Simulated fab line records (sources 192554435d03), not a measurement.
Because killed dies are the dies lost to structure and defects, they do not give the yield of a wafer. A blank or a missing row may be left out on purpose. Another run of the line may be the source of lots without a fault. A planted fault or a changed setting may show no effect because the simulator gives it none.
fab line records / flow n5Finfet
record lots=10 wafers=30 lastDay=17
route steps=1938 shown BEOL_M1@809 BEOL_M4@1111
lots untouched by any fault: they come from a run of this same line in which no faults occurred
startH: start of the lot's first displayed wafer, in hours after the record's first day / waitH: hours since the lot's step before / " as in the row above / L1.1+2: one row covering several wafers at once / - either no value or no given start / * or withheld: withheld / < > ~ a bound
route shown NAME@n: a module of which the file shows steps, and the number in the route of the first / usual: the fault-free wafers' mean and standard deviation / same: alike in all rows / chamber/n: place in a boat / sites: readings site by site / _std_site: the values' standard deviation / _edge_site: mean of outer sites minus mean of inner sites / radiusMm: for every site, how far away it sits from the centre of the wafer / mask NAME#n: copy n / behind: the tool/chamber that last shaped the wafer / hold: why the lot was held/for how many hours/how that ended / device: transistor that didn't switch, given as n, p or np / end of line: the route-end tests of the same wafers / a step without rows: its recipe alone / killed: the dies lost at the first sort to structure and to defects; this is not the yield of the wafer / map: shows each die of a wafer: x if killed, . if not, _ if none is there
set.NAME: the setting the step ran with; set.NAME@STEP: the setting that earlier step ran with / model.NAME: the simulator's own value behind a step, which no gauge read
one table for each step of the route and one row for each wafer, over a sample of lots
services: the hour from which a tool's chamber was out of use, counted from the record's first day as startH (under 0 if before that day), plus the number of hours and why
## steps
# step N5_BEOL_M1_DEGAS_44
# recipe ambient=vacuum tempC=250 timeS=60
# usual heaterPowerW=356/49
# same timeS=60
lot.wafer=L581.1 tool=pvdSputter-03 chamber=- startH=142.71 waitH=0.1 heaterPowerW=323
lot.wafer=L581.2 tool=pvdSputter-03 chamber=- startH=142.71 waitH=0.1 heaterPowerW=351
lot.wafer=L581.4 tool=pvdSputter-03 chamber=- startH=142.71 waitH=0.1 heaterPowerW=402
lot.wafer=L584.2 tool=pvdSputter-01 chamber=- startH=164.40 waitH=0.5 heaterPowerW=326
lot.wafer=L584.4 tool=pvdSputter-01 chamber=- startH=164.40 waitH=0.5 heaterPowerW=340
lot.wafer=L584.5 tool=pvdSputter-01 chamber=- startH=164.40 waitH=0.5 heaterPowerW=329
lot.wafer=L583.2 tool=pvdSputter-03 chamber=- startH=167.79 waitH=0.4 heaterPowerW=397
lot.wafer=L583.3 tool=pvdSputter-03 chamber=- startH=167.79 waitH=0.4 heaterPowerW=311
lot.wafer=L583.4 tool=pvdSputter-03 chamber=- startH=167.79 waitH=0.4 heaterPowerW=330
lot.wafer=L590.1 tool=pvdSputter-02 chamber=- startH=212.71 waitH=0.4 heaterPowerW=402
lot.wafer=L590.3 tool=pvdSputter-02 chamber=- startH=212.71 waitH=0.4 heaterPowerW=322
lot.wafer=L590.5 tool=pvdSputter-02 chamber=- startH=212.71 waitH=0.4 heaterPowerW=324
lot.wafer=L591.1 tool=pvdSputter-03 chamber=- startH=217.69 waitH=0.3 heaterPowerW=318
lot.wafer=L591.2 tool=pvdSputter-03 chamber=- startH=217.69 waitH=0.3 heaterPowerW=359
lot.wafer=L591.4 tool=pvdSputter-03 chamber=- startH=217.69 waitH=0.3 heaterPowerW=395
lot.wafer=L595.1 tool=pvdSputter-01 chamber=- startH=235.05 waitH=0.5 heaterPowerW=265
lot.wafer=L595.2 tool=pvdSputter-01 chamber=- startH=235.05 waitH=0.5 heaterPowerW=331
lot.wafer=L595.5 tool=pvdSputter-01 chamber=- startH=235.05 waitH=0.5 heaterPowerW=432
lot.wafer=L596.4 tool=pvdSputter-02 chamber=- startH=239.80 waitH=0.2 heaterPowerW=327
lot.wafer=L596.5 tool=pvdSputter-02 chamber=- startH=239.80 waitH=0.2 heaterPowerW=334
lot.wafer=L596.6 tool=pvdSputter-02 chamber=- startH=239.80 waitH=0.2 heaterPowerW=397
lot.wafer=L597.2 tool=pvdSputter-02 chamber=- startH=246.82 waitH=0.6 heaterPowerW=407
lot.wafer=L597.3 tool=pvdSputter-02 chamber=- startH=246.82 waitH=0.6 heaterPowerW=316
lot.wafer=L597.4 tool=pvdSputter-02 chamber=- startH=246.82 waitH=0.6 heaterPowerW=408
lot.wafer=L598.1 tool=pvdSputter-03 chamber=- startH=250.00 waitH=0.3 heaterPowerW=307
lot.wafer=L598.4 tool=pvdSputter-03 chamber=- startH=250.00 waitH=0.3 heaterPowerW=349
lot.wafer=L598.5 tool=pvdSputter-03 chamber=- startH=250.00 waitH=0.3 heaterPowerW=309
lot.wafer=L599.1 tool=pvdSputter-02 chamber=- startH=260.37 waitH=0.5 heaterPowerW=402
lot.wafer=L599.2 tool=pvdSputter-02 chamber=- startH=260.37 waitH=0.5 heaterPowerW=322
lot.wafer=L599.6 tool=pvdSputter-02 chamber=- startH=260.37 waitH=0.5 heaterPowerW=332
# step N5_BEOL_M1_PRE_CLEAN_45
# recipe gas=H2/He timeS=30 tempC=250
# usual heaterPowerW=356/49
# same timeS=30
lot.wafer=L581.1 tool=pvdSputter-03 chamber=- startH=142.75 waitH=0.0 heaterPowerW=314
lot.wafer=L581.2 tool=pvdSputter-03 chamber=- startH=142.75 waitH=0.0 heaterPowerW=359
lot.wafer=L581.4 tool=pvdSputter-03 chamber=- startH=142.75 waitH=0.0 heaterPowerW=397
lot.wafer=L584.2 tool=pvdSputter-01 chamber=- startH=164.44 waitH=0.0 heaterPowerW=329
lot.wafer=L584.4 tool=pvdSputter-01 chamber=- startH=164.44 waitH=0.0 heaterPowerW=330
lot.wafer=L584.5 tool=pvdSputter-01 chamber=- startH=164.44 waitH=0.0 heaterPowerW=326
lot.wafer=L583.2 tool=pvdSputter-03 chamber=- startH=167.83 waitH=0.0 heaterPowerW=399
lot.wafer=L583.3 tool=pvdSputter-03 chamber=- startH=167.83 waitH=0.0 heaterPowerW=304
lot.wafer=L583.4 tool=pvdSputter-03 chamber=- startH=167.83 waitH=0.0 heaterPowerW=335
lot.wafer=L590.1 tool=pvdSputter-02 chamber=- startH=212.75 waitH=0.0 heaterPowerW=410
lot.wafer=L590.3 tool=pvdSputter-02 chamber=- startH=212.75 waitH=0.0 heaterPowerW=312
lot.wafer=L590.5 tool=pvdSputter-02 chamber=- startH=212.75 waitH=0.0 heaterPowerW=321
lot.wafer=L591.1 tool=pvdSputter-03 chamber=- startH=217.73 waitH=0.0 heaterPowerW=326
lot.wafer=L591.2 tool=pvdSputter-03 chamber=- startH=217.73 waitH=0.0 heaterPowerW=358
lot.wafer=L591.4 tool=pvdSputter-03 chamber=- startH=217.73 waitH=0.0 heaterPowerW=404
lot.wafer=L595.1 tool=pvdSputter-01 chamber=- startH=235.09 waitH=0.0 heaterPowerW=258
lot.wafer=L595.2 tool=pvdSputter-01 chamber=- startH=235.09 waitH=0.0 heaterPowerW=333
lot.wafer=L595.5 tool=pvdSputter-01 chamber=- startH=235.09 waitH=0.0 heaterPowerW=434
lot.wafer=L596.4 tool=pvdSputter-02 chamber=- startH=239.84 waitH=0.0 heaterPowerW=325
lot.wafer=L596.5 tool=pvdSputter-02 chamber=- startH=239.84 waitH=0.0 heaterPowerW=324
lot.wafer=L596.6 tool=pvdSputter-02 chamber=- startH=239.84 waitH=0.0 heaterPowerW=395
lot.wafer=L597.2 tool=pvdSputter-02 chamber=- startH=246.86 waitH=0.0 heaterPowerW=418
lot.wafer=L597.3 tool=pvdSputter-02 chamber=- startH=246.86 waitH=0.0 heaterPowerW=322
lot.wafer=L597.4 tool=pvdSputter-02 chamber=- startH=246.86 waitH=0.0 heaterPowerW=406
lot.wafer=L598.1 tool=pvdSputter-03 chamber=- startH=250.04 waitH=0.0 heaterPowerW=306
lot.wafer=L598.4 tool=pvdSputter-03 chamber=- startH=250.04 waitH=0.0 heaterPowerW=359
lot.wafer=L598.5 tool=pvdSputter-03 chamber=- startH=250.04 waitH=0.0 heaterPowerW=311
lot.wafer=L599.1 tool=pvdSputter-02 chamber=- startH=260.41 waitH=0.0 heaterPowerW=408
lot.wafer=L599.2 tool=pvdSputter-02 chamber=- startH=260.41 waitH=0.0 heaterPowerW=315
lot.wafer=L599.6 tool=pvdSputter-02 chamber=- startH=260.41 waitH=0.0 heaterPowerW=327
# step N5_BEOL_M1_SPUTTER_94
# recipe material=Cu targetThkA=45 tempC=-20 chamberPressurePa=0.07 powerW=withheld timeS=8.29
# usual chuckGasFlowSccm=1.26/0.05 substrateTempC=-19.99/0.1 throttleValvePct=30.5/0.85
# same timeS=8.29
lot.wafer=L581.1 tool=pvdSputter-02 chamber=- startH=144.83 waitH=0.1 chuckGasFlowSccm=1.29 substrateTempC=-19.94 throttleValvePct=29.8
lot.wafer=L581.2 tool=pvdSputter-02 chamber=- startH=144.83 waitH=0.1 chuckGasFlowSccm=1.20 substrateTempC=-20.12 throttleValvePct=31.4
lot.wafer=L581.4 tool=pvdSputter-02 chamber=- startH=144.83 waitH=0.1 chuckGasFlowSccm=1.32 substrateTempC=-19.78 throttleValvePct=30.7
lot.wafer=L584.2 tool=pvdSputter-02 chamber=- startH=166.64 waitH=0.1 chuckGasFlowSccm=1.21 substrateTempC=-19.95 throttleValvePct=31.5
lot.wafer=L584.4 tool=pvdSputter-02 chamber=- startH=166.64 waitH=0.1 chuckGasFlowSccm=1.26 substrateTempC=-19.88 throttleValvePct=31.4
lot.wafer=L584.5 tool=pvdSputter-02 chamber=- startH=166.64 waitH=0.1 chuckGasFlowSccm=1.29 substrateTempC=-19.78 throttleValvePct=29.6
lot.wafer=L583.2 tool=pvdSputter-02 chamber=- startH=170.24 waitH=0.1 chuckGasFlowSccm=1.23 substrateTempC=-20.03 throttleValvePct=31.6
lot.wafer=L583.3 tool=pvdSputter-02 chamber=- startH=170.24 waitH=0.1 chuckGasFlowSccm=1.22 substrateTempC=-19.95 throttleValvePct=29.7
lot.wafer=L583.4 tool=pvdSputter-02 chamber=- startH=170.24 waitH=0.1 chuckGasFlowSccm=1.32 substrateTempC=-20.13 throttleValvePct=29.6
lot.wafer=L590.1 tool=pvdSputter-03 chamber=- startH=216.77 waitH=0.1 chuckGasFlowSccm=1.28 substrateTempC=-20.12 throttleValvePct=29.6
lot.wafer=L590.3 tool=pvdSputter-03 chamber=- startH=216.77 waitH=0.1 chuckGasFlowSccm=1.28 substrateTempC=-20.08 throttleValvePct=29.6
lot.wafer=L590.5 tool=pvdSputter-03 chamber=- startH=216.77 waitH=0.1 chuckGasFlowSccm=1.27 substrateTempC=-20.01 throttleValvePct=29.7
lot.wafer=L591.1 tool=pvdSputter-03 chamber=- startH=219.81 waitH=0.1 chuckGasFlowSccm=1.21 substrateTempC=-19.87 throttleValvePct=29.5
lot.wafer=L591.2 tool=pvdSputter-03 chamber=- startH=219.81 waitH=0.1 chuckGasFlowSccm=1.25 substrateTempC=-20.03 throttleValvePct=29.6
lot.wafer=L591.4 tool=pvdSputter-03 chamber=- startH=219.81 waitH=0.1 chuckGasFlowSccm=1.26 substrateTempC=-20.09 throttleValvePct=29.6
lot.wafer=L595.1 tool=pvdSputter-03 chamber=- startH=237.14 waitH=0.1 chuckGasFlowSccm=1.36 substrateTempC=-19.85 throttleValvePct=29.6
lot.wafer=L595.2 tool=pvdSputter-03 chamber=- startH=237.14 waitH=0.1 chuckGasFlowSccm=1.23 substrateTempC=-19.97 throttleValvePct=29.9
lot.wafer=L595.5 tool=pvdSputter-03 chamber=- startH=237.14 waitH=0.1 chuckGasFlowSccm=1.27 substrateTempC=-19.88 throttleValvePct=31.4
lot.wafer=L596.4 tool=pvdSputter-02 chamber=- startH=242.06 waitH=0.1 chuckGasFlowSccm=1.24 substrateTempC=-19.88 throttleValvePct=29.5
lot.wafer=L596.5 tool=pvdSputter-02 chamber=- startH=242.06 waitH=0.1 chuckGasFlowSccm=1.22 substrateTempC=-19.82 throttleValvePct=30.7
lot.wafer=L596.6 tool=pvdSputter-02 chamber=- startH=242.06 waitH=0.1 chuckGasFlowSccm=1.20 substrateTempC=-20.03 throttleValvePct=29.7
lot.wafer=L597.2 tool=pvdSputter-02 chamber=- startH=249.14 waitH=0.1 chuckGasFlowSccm=1.29 substrateTempC=-20.03 throttleValvePct=30.0
lot.wafer=L597.3 tool=pvdSputter-02 chamber=- startH=249.14 waitH=0.1 chuckGasFlowSccm=1.27 substrateTempC=-19.92 throttleValvePct=29.7
lot.wafer=L597.4 tool=pvdSputter-02 chamber=- startH=249.14 waitH=0.1 chuckGasFlowSccm=1.15 substrateTempC=-20.01 throttleValvePct=31.2
lot.wafer=L598.1 tool=pvdSputter-02 chamber=- startH=252.12 waitH=0.1 chuckGasFlowSccm=1.19 substrateTempC=-19.92 throttleValvePct=30.5
lot.wafer=L598.4 tool=pvdSputter-02 chamber=- startH=252.12 waitH=0.1 chuckGasFlowSccm=1.36 substrateTempC=-20.06 throttleValvePct=31.5
lot.wafer=L598.5 tool=pvdSputter-02 chamber=- startH=252.12 waitH=0.1 chuckGasFlowSccm=1.24 substrateTempC=-19.90 throttleValvePct=31.6
lot.wafer=L599.1 tool=pvdSputter-02 chamber=- startH=264.27 waitH=0.1 chuckGasFlowSccm=1.20 substrateTempC=-20.11 throttleValvePct=29.7
lot.wafer=L599.2 tool=pvdSputter-02 chamber=- startH=264.27 waitH=0.1 chuckGasFlowSccm=1.25 substrateTempC=-20.07 throttleValvePct=30.6
lot.wafer=L599.6 tool=pvdSputter-02 chamber=- startH=264.27 waitH=0.1 chuckGasFlowSccm=1.22 substrateTempC=-20.06 throttleValvePct=30.6
# step N5_BEOL_M1_ANNEAL_95
# recipe tempC=400 timeS=240 ambient=vacuum
# usual heaterPowerW=882/120 susceptorTempC=400.01/0.23 timeS=240/0
lot.wafer=L581.1 tool=pvdSputter-02 chamber=- startH=144.91 waitH=0.0 heaterPowerW=1011 susceptorTempC=399.91 timeS=240
lot.wafer=L581.2 tool=pvdSputter-02 chamber=- startH=144.91 waitH=0.0 heaterPowerW=818 susceptorTempC=399.89 timeS=240
lot.wafer=L581.4 tool=pvdSputter-02 chamber=- startH=144.91 waitH=0.0 heaterPowerW=1005 susceptorTempC=399.79 timeS=240
lot.wafer=L584.2 tool=pvdSputter-02 chamber=- startH=166.72 waitH=0.0 heaterPowerW=- susceptorTempC=- timeS=-
lot.wafer=L584.4 tool=pvdSputter-02 chamber=- startH=166.72 waitH=0.0 heaterPowerW=- susceptorTempC=- timeS=-
lot.wafer=L584.5 tool=pvdSputter-02 chamber=- startH=166.72 waitH=0.0 heaterPowerW=- susceptorTempC=- timeS=-
lot.wafer=L583.2 tool=pvdSputter-02 chamber=- startH=170.32 waitH=0.0 heaterPowerW=- susceptorTempC=- timeS=-
lot.wafer=L583.3 tool=pvdSputter-02 chamber=- startH=170.32 waitH=0.0 heaterPowerW=- susceptorTempC=- timeS=-
lot.wafer=L583.4 tool=pvdSputter-02 chamber=- startH=170.32 waitH=0.0 heaterPowerW=- susceptorTempC=- timeS=-
lot.wafer=L590.1 tool=pvdSputter-03 chamber=- startH=216.85 waitH=0.0 heaterPowerW=805 susceptorTempC=399.76 timeS=240
lot.wafer=L590.3 tool=pvdSputter-03 chamber=- startH=216.85 waitH=0.0 heaterPowerW=980 susceptorTempC=399.84 timeS=240
lot.wafer=L590.5 tool=pvdSputter-03 chamber=- startH=216.85 waitH=0.0 heaterPowerW=752 susceptorTempC=400.03 timeS=240
lot.wafer=L591.1 tool=pvdSputter-03 chamber=- startH=219.89 waitH=0.0 heaterPowerW=914 susceptorTempC=399.75 timeS=240
lot.wafer=L591.2 tool=pvdSputter-03 chamber=- startH=219.89 waitH=0.0 heaterPowerW=762 susceptorTempC=400.61 timeS=240
lot.wafer=L591.4 tool=pvdSputter-03 chamber=- startH=219.89 waitH=0.0 heaterPowerW=1005 susceptorTempC=399.99 timeS=240
lot.wafer=L595.1 tool=pvdSputter-03 chamber=- startH=237.22 waitH=0.0 heaterPowerW=891 susceptorTempC=399.79 timeS=240
lot.wafer=L595.2 tool=pvdSputter-03 chamber=- startH=237.22 waitH=0.0 heaterPowerW=756 susceptorTempC=400.16 timeS=240
lot.wafer=L595.5 tool=pvdSputter-03 chamber=- startH=237.22 waitH=0.0 heaterPowerW=806 susceptorTempC=400.32 timeS=240
lot.wafer=L596.4 tool=pvdSputter-02 chamber=- startH=242.14 waitH=0.0 heaterPowerW=804 susceptorTempC=400.13 timeS=240
lot.wafer=L596.5 tool=pvdSputter-02 chamber=- startH=242.14 waitH=0.0 heaterPowerW=1028 susceptorTempC=399.67 timeS=240
lot.wafer=L596.6 tool=pvdSputter-02 chamber=- startH=242.14 waitH=0.0 heaterPowerW=1009 susceptorTempC=400.20 timeS=240
lot.wafer=L597.2 tool=pvdSputter-02 chamber=- startH=249.22 waitH=0.0 heaterPowerW=1005 susceptorTempC=400.24 timeS=240
lot.wafer=L597.3 tool=pvdSputter-02 chamber=- startH=249.22 waitH=0.0 heaterPowerW=819 susceptorTempC=399.80 timeS=240
lot.wafer=L597.4 tool=pvdSputter-02 chamber=- startH=249.22 waitH=0.0 heaterPowerW=828 susceptorTempC=399.93 timeS=240
lot.wafer=L598.1 tool=pvdSputter-02 chamber=- startH=252.20 waitH=0.0 heaterPowerW=1035 susceptorTempC=399.94 timeS=240
lot.wafer=L598.4 tool=pvdSputter-02 chamber=- startH=252.20 waitH=0.0 heaterPowerW=818 susceptorTempC=399.64 timeS=240
lot.wafer=L598.5 tool=pvdSputter-02 chamber=- startH=252.20 waitH=0.0 heaterPowerW=804 susceptorTempC=399.89 timeS=240
lot.wafer=L599.1 tool=pvdSputter-02 chamber=- startH=264.35 waitH=0.0 heaterPowerW=832 susceptorTempC=400.27 timeS=240
lot.wafer=L599.2 tool=pvdSputter-02 chamber=- startH=264.35 waitH=0.0 heaterPowerW=1053 susceptorTempC=400.17 timeS=240
lot.wafer=L599.6 tool=pvdSputter-02 chamber=- startH=264.35 waitH=0.0 heaterPowerW=1025 susceptorTempC=400.27 timeS=240
# step N5_BEOL_M4_RC_MEAS_101
# usual DIBL_N=36.3/1.7 DIBL_P=36.5/1.8 IOFF_N=0.16/0.033 IOFF_P=0.21/0.037 ION_N=675/11 ION_P=462/7.9 SS_N=71.6/0.64 SS_P=73.3/0.68 VT_N=249/3.3 VT_P=-250/3.3
lot.wafer=L581.1 tool=prober-01 chamber=0 startH=182.71 waitH=0.0 DIBL_N[mV/V]=36.4 DIBL_P[mV/V]=35.8 IOFF_N[nA/um]=0.15 IOFF_P[nA/um]=0.22 ION_N[uA/um]=672 ION_P[uA/um]=463 SS_N[mV/dec]=72.0 SS_P[mV/dec]=72.9 VT_N[mV]=249 VT_P[mV]=-248
lot.wafer=L581.2 tool=prober-01 chamber=0 startH=182.71 waitH=0.0 DIBL_N[mV/V]=38.2 DIBL_P[mV/V]=38.6 IOFF_N[nA/um]=0.19 IOFF_P[nA/um]=0.26 ION_N[uA/um]=682 ION_P[uA/um]=470 SS_N[mV/dec]=71.9 SS_P[mV/dec]=74.6 VT_N[mV]=245 VT_P[mV]=-246
lot.wafer=L581.4 tool=prober-01 chamber=0 startH=182.71 waitH=0.0 DIBL_N[mV/V]=37.6 DIBL_P[mV/V]=37.2 IOFF_N[nA/um]=0.16 IOFF_P[nA/um]=0.24 ION_N[uA/um]=671 ION_P[uA/um]=466 SS_N[mV/dec]=72.3 SS_P[mV/dec]=74.0 VT_N[mV]=250 VT_P[mV]=-245
lot.wafer=L584.2 tool=prober-02 chamber=0 startH=198.17 waitH=0.2 DIBL_N[mV/V]=33.1 DIBL_P[mV/V]=32.8 IOFF_N[nA/um]=0.11 IOFF_P[nA/um]=0.17 ION_N[uA/um]=665 ION_P[uA/um]=462 SS_N[mV/dec]=70.6 SS_P[mV/dec]=72.3 VT_N[mV]=255 VT_P[mV]=-253
lot.wafer=L584.4 tool=prober-02 chamber=0 startH=198.17 waitH=0.2 DIBL_N[mV/V]=34.9 DIBL_P[mV/V]=33.6 IOFF_N[nA/um]=0.12 IOFF_P[nA/um]=0.18 ION_N[uA/um]=656 ION_P[uA/um]=455 SS_N[mV/dec]=70.5 SS_P[mV/dec]=71.4 VT_N[mV]=253 VT_P[mV]=-250
lot.wafer=L584.5 tool=prober-02 chamber=0 startH=198.17 waitH=0.2 DIBL_N[mV/V]=33.9 DIBL_P[mV/V]=33.6 IOFF_N[nA/um]=0.11 IOFF_P[nA/um]=0.18 ION_N[uA/um]=668 ION_P[uA/um]=461 SS_N[mV/dec]=70.7 SS_P[mV/dec]=71.8 VT_N[mV]=255 VT_P[mV]=-251
lot.wafer=L583.2 tool=prober-01 chamber=0 startH=202.29 waitH=0.2 DIBL_N[mV/V]=37.3 DIBL_P[mV/V]=38.4 IOFF_N[nA/um]=0.18 IOFF_P[nA/um]=0.24 ION_N[uA/um]=680 ION_P[uA/um]=466 SS_N[mV/dec]=72.3 SS_P[mV/dec]=72.8 VT_N[mV]=247 VT_P[mV]=-251
lot.wafer=L583.3 tool=prober-01 chamber=0 startH=202.29 waitH=0.2 DIBL_N[mV/V]=36.6 DIBL_P[mV/V]=36.7 IOFF_N[nA/um]=0.17 IOFF_P[nA/um]=0.22 ION_N[uA/um]=688 ION_P[uA/um]=459 SS_N[mV/dec]=71.7 SS_P[mV/dec]=72.8 VT_N[mV]=250 VT_P[mV]=-253
lot.wafer=L583.4 tool=prober-01 chamber=0 startH=202.29 waitH=0.2 DIBL_N[mV/V]=37.0 DIBL_P[mV/V]=37.8 IOFF_N[nA/um]=0.17 IOFF_P[nA/um]=0.24 ION_N[uA/um]=676 ION_P[uA/um]=465 SS_N[mV/dec]=72.3 SS_P[mV/dec]=73.0 VT_N[mV]=249 VT_P[mV]=-248
lot.wafer=L590.1 tool=prober-02 chamber=0 startH=250.98 waitH=0.0 DIBL_N[mV/V]=38.8 DIBL_P[mV/V]=39.3 IOFF_N[nA/um]=0.21 IOFF_P[nA/um]=0.25 ION_N[uA/um]=672 ION_P[uA/um]=458 SS_N[mV/dec]=71.6 SS_P[mV/dec]=74.9 VT_N[mV]=245 VT_P[mV]=-249
lot.wafer=L590.3 tool=prober-02 chamber=0 startH=250.98 waitH=0.0 DIBL_N[mV/V]=36.4 DIBL_P[mV/V]=34.7 IOFF_N[nA/um]=0.15 IOFF_P[nA/um]=0.17 ION_N[uA/um]=665 ION_P[uA/um]=448 SS_N[mV/dec]=71.3 SS_P[mV/dec]=72.5 VT_N[mV]=253 VT_P[mV]=-253
lot.wafer=L590.5 tool=prober-02 chamber=0 startH=250.98 waitH=0.0 DIBL_N[mV/V]=38.9 DIBL_P[mV/V]=38.0 IOFF_N[nA/um]=0.21 IOFF_P[nA/um]=0.22 ION_N[uA/um]=676 ION_P[uA/um]=453 SS_N[mV/dec]=72.8 SS_P[mV/dec]=74.5 VT_N[mV]=248 VT_P[mV]=-250
lot.wafer=L591.1 tool=prober-01 chamber=0 startH=253.69 waitH=0.0 DIBL_N[mV/V]=35.8 DIBL_P[mV/V]=36.1 IOFF_N[nA/um]=0.17 IOFF_P[nA/um]=0.27 ION_N[uA/um]=673 ION_P[uA/um]=471 SS_N[mV/dec]=71.4 SS_P[mV/dec]=73.0 VT_N[mV]=247 VT_P[mV]=-244
lot.wafer=L591.2 tool=prober-01 chamber=0 startH=253.69 waitH=0.0 DIBL_N[mV/V]=39.6 DIBL_P[mV/V]=39.5 IOFF_N[nA/um]=0.23 IOFF_P[nA/um]=0.32 ION_N[uA/um]=683 ION_P[uA/um]=470 SS_N[mV/dec]=71.9 SS_P[mV/dec]=73.3 VT_N[mV]=245 VT_P[mV]=-241
lot.wafer=L591.4 tool=prober-01 chamber=0 startH=253.69 waitH=0.0 DIBL_N[mV/V]=36.3 DIBL_P[mV/V]=36.7 IOFF_N[nA/um]=0.17 IOFF_P[nA/um]=0.27 ION_N[uA/um]=690 ION_P[uA/um]=478 SS_N[mV/dec]=71.5 SS_P[mV/dec]=72.8 VT_N[mV]=247 VT_P[mV]=-243
lot.wafer=L596.4 tool=prober-01 chamber=0 startH=267.91 waitH=0.5 DIBL_N[mV/V]=37.3 DIBL_P[mV/V]=36.6 IOFF_N[nA/um]=0.16 IOFF_P[nA/um]=0.23 ION_N[uA/um]=678 ION_P[uA/um]=472 SS_N[mV/dec]=71.4 SS_P[mV/dec]=72.5 VT_N[mV]=254 VT_P[mV]=-245
lot.wafer=L596.5 tool=prober-01 chamber=0 startH=267.91 waitH=0.5 DIBL_N[mV/V]=36.3 DIBL_P[mV/V]=35.8 IOFF_N[nA/um]=0.15 IOFF_P[nA/um]=0.22 ION_N[uA/um]=662 ION_P[uA/um]=460 SS_N[mV/dec]=71.4 SS_P[mV/dec]=73.4 VT_N[mV]=253 VT_P[mV]=-248
lot.wafer=L596.6 tool=prober-01 chamber=0 startH=267.91 waitH=0.5 DIBL_N[mV/V]=37.3 DIBL_P[mV/V]=36.4 IOFF_N[nA/um]=0.17 IOFF_P[nA/um]=0.23 ION_N[uA/um]=667 ION_P[uA/um]=464 SS_N[mV/dec]=71.9 SS_P[mV/dec]=73.5 VT_N[mV]=249 VT_P[mV]=-247
lot.wafer=L595.1 tool=prober-02 chamber=0 startH=270.29 waitH=0.0 DIBL_N[mV/V]=37.0 DIBL_P[mV/V]=38.3 IOFF_N[nA/um]=0.22 IOFF_P[nA/um]=0.22 ION_N[uA/um]=705 ION_P[uA/um]=462 SS_N[mV/dec]=72.0 SS_P[mV/dec]=73.2 VT_N[mV]=243 VT_P[mV]=-251
lot.wafer=L595.2 tool=prober-02 chamber=0 startH=270.29 waitH=0.0 DIBL_N[mV/V]=38.2 DIBL_P[mV/V]=39.1 IOFF_N[nA/um]=0.23 IOFF_P[nA/um]=0.23 ION_N[uA/um]=686 ION_P[uA/um]=456 SS_N[mV/dec]=72.5 SS_P[mV/dec]=73.7 VT_N[mV]=244 VT_P[mV]=-248
lot.wafer=L595.5 tool=prober-02 chamber=0 startH=270.29 waitH=0.0 DIBL_N[mV/V]=37.9 DIBL_P[mV/V]=38.9 IOFF_N[nA/um]=0.24 IOFF_P[nA/um]=0.23 ION_N[uA/um]=683 ION_P[uA/um]=458 SS_N[mV/dec]=72.2 SS_P[mV/dec]=73.6 VT_N[mV]=240 VT_P[mV]=-250
lot.wafer=L597.2 tool=prober-02 chamber=0 startH=288.09 waitH=0.2 DIBL_N[mV/V]=33.4 DIBL_P[mV/V]=33.1 IOFF_N[nA/um]=0.13 IOFF_P[nA/um]=0.17 ION_N[uA/um]=682 ION_P[uA/um]=465 SS_N[mV/dec]=71.4 SS_P[mV/dec]=72.7 VT_N[mV]=251 VT_P[mV]=-254
lot.wafer=L597.3 tool=prober-02 chamber=0 startH=288.09 waitH=0.2 DIBL_N[mV/V]=35.3 DIBL_P[mV/V]=34.8 IOFF_N[nA/um]=0.16 IOFF_P[nA/um]=0.19 ION_N[uA/um]=677 ION_P[uA/um]=462 SS_N[mV/dec]=71.3 SS_P[mV/dec]=73.6 VT_N[mV]=247 VT_P[mV]=-251
lot.wafer=L597.4 tool=prober-02 chamber=0 startH=288.09 waitH=0.2 DIBL_N[mV/V]=34.3 DIBL_P[mV/V]=33.9 IOFF_N[nA/um]=0.14 IOFF_P[nA/um]=0.18 ION_N[uA/um]=672 ION_P[uA/um]=459 SS_N[mV/dec]=71.9 SS_P[mV/dec]=73.2 VT_N[mV]=250 VT_P[mV]=-252
lot.wafer=L598.1 tool=prober-02 chamber=0 startH=291.64 waitH=0.0 DIBL_N[mV/V]=40.0 DIBL_P[mV/V]=40.9 IOFF_N[nA/um]=0.28 IOFF_P[nA/um]=0.27 ION_N[uA/um]=717 ION_P[uA/um]=475 SS_N[mV/dec]=72.9 SS_P[mV/dec]=74.6 VT_N[mV]=241 VT_P[mV]=-250
lot.wafer=L598.4 tool=prober-02 chamber=0 startH=291.64 waitH=0.0 DIBL_N[mV/V]=38.2 DIBL_P[mV/V]=38.7 IOFF_N[nA/um]=0.23 IOFF_P[nA/um]=0.24 ION_N[uA/um]=695 ION_P[uA/um]=461 SS_N[mV/dec]=73.1 SS_P[mV/dec]=74.5 VT_N[mV]=242 VT_P[mV]=-249
lot.wafer=L598.5 tool=prober-02 chamber=0 startH=291.64 waitH=0.0 DIBL_N[mV/V]=37.6 DIBL_P[mV/V]=37.9 IOFF_N[nA/um]=0.21 IOFF_P[nA/um]=0.22 ION_N[uA/um]=687 ION_P[uA/um]=459 SS_N[mV/dec]=71.7 SS_P[mV/dec]=73.4 VT_N[mV]=245 VT_P[mV]=-251
lot.wafer=L599.1 tool=prober-02 chamber=0 startH=298.18 waitH=0.0 DIBL_N[mV/V]=36.2 DIBL_P[mV/V]=35.1 IOFF_N[nA/um]=0.14 IOFF_P[nA/um]=0.17 ION_N[uA/um]=662 ION_P[uA/um]=447 SS_N[mV/dec]=71.2 SS_P[mV/dec]=73.8 VT_N[mV]=253 VT_P[mV]=-251
lot.wafer=L599.2 tool=prober-02 chamber=0 startH=298.18 waitH=0.0 DIBL_N[mV/V]=37.3 DIBL_P[mV/V]=36.3 IOFF_N[nA/um]=0.16 IOFF_P[nA/um]=0.18 ION_N[uA/um]=677 ION_P[uA/um]=458 SS_N[mV/dec]=72.1 SS_P[mV/dec]=73.9 VT_N[mV]=249 VT_P[mV]=-254
lot.wafer=L599.6 tool=prober-02 chamber=0 startH=298.18 waitH=0.0 DIBL_N[mV/V]=37.5 DIBL_P[mV/V]=37.0 IOFF_N[nA/um]=0.16 IOFF_P[nA/um]=0.20 ION_N[uA/um]=673 ION_P[uA/um]=458 SS_N[mV/dec]=71.5 SS_P[mV/dec]=74.2 VT_N[mV]=247 VT_P[mV]=-253
## services
tool=pvdSputter-03 chamber=- startH=121.68 hours=0.6 kind=repair
tool=pvdSputter-02 chamber=- startH=124.42 hours=3.5 kind=repair
## key
firstSign step=N5_BEOL_M1_ANNEAL_95 reading=toolRecord direction=missing
effect none on later readings
metAt N5_BEOL_M1_ANNEAL_95
struckLots L583,L584
notActingAt N5_BEOL_M1_DEGAS_44,N5_BEOL_M1_PRE_CLEAN_45,N5_BEOL_M1_SPUTTER_94
onsetBetween 144.91 166.72
fault kind=skippedStepWhole tool=pvdSputter-02 chamber=- onsetH=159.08 steps=N5_BEOL_M1_ANNEAL_95 scope=struckLotsOnly
